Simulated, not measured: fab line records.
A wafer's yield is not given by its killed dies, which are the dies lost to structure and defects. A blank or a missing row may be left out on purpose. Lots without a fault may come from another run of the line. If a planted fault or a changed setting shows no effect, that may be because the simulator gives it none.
Chamber matching -- flow nand_harc -- 4 sister chambers for NHARC_THIN_TSV_ETCHBACK_48 on rie_diel-13
The step etches the open film in C4F8/Ar, target depth 1028.5 nm, time 405.17 s. 18 wafers are shown with their chamber, then 9 later ones without.

== WAFERS, EACH WITH ITS CHAMBER ==
wafer,chamber,rf_vpp_V (V),oes_product_au (a.u.)
L147.2,2,549,0.915
L147.3,1,545,0.942
L147.4,3,547,0.931
L148.2,2,550,0.913
L148.5,1,545,0.942
L148.6,2,548,0.905
L153.1,1,546,0.957
L153.2,0,547,0.952
L153.5,1,547,0.960
L155.1,3,546,0.982
L155.2,1,546,1.006
L155.5,0,550,0.998
L154.1,0,548,0.980
L154.2,2,549,0.995
L154.5,3,547,0.980
L158.1,0,550,0.905
L158.2,3,547,0.902
L158.6,3,546,0.906

SIGNATURES (means of the wafers above)
reading,chamber 0,chamber 1,chamber 2,chamber 3,scatter within a chamber
rf_vpp_V,548.75,545.80,549.00,546.60,0.954
oes_product_au,0.95875,0.96140,0.93200,0.94020,0.0369
Rule: for each reading, subtract the chamber's mean from the wafer's reading, divide by that reading's scatter and square the result; add these up over the readings and take the root, which gives the wafer's distance from the chamber. If the next closest chamber is less than 2 further off than the closest, the wafer can't be placed; otherwise it belongs to the closest. The scatter: take each reading less its chamber's mean, square it, sum over the shown wafers, divide by the number of wafers less the number of chambers, and take the root.

== WAFERS MISSING THEIR CHAMBER ==
wafer,rf_vpp_V (V),oes_product_au (a.u.)
L162.1,549,0.945
L162.4,550,0.966
L162.6,547,0.937
L163.1,549,0.915
L163.2,549,0.918
L163.3,545,0.915
L168.1,548,0.923
L168.2,546,0.928
L168.6,546,0.926

== EACH ONE'S CHAMBER ==
wafer,from the rows above,in truth
L162.1,can't be placed: 2 or 0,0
L162.4,can't be placed: 0 or 2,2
L162.6,can't be placed: 3 or 1 or 0 or 2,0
L163.1,can't be placed: 2 or 0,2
L163.2,can't be placed: 2 or 0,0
L163.3,can't be placed: 1 or 3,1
L168.1,can't be placed: 2 or 0 or 3 or 1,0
L168.2,can't be placed: 3 or 1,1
L168.6,can't be placed: 3 or 1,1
Correct placement for 0 of the 9. Can't be placed from these rows: 9 (the true chamber is among the candidates in 9). Placed wrongly: 0.
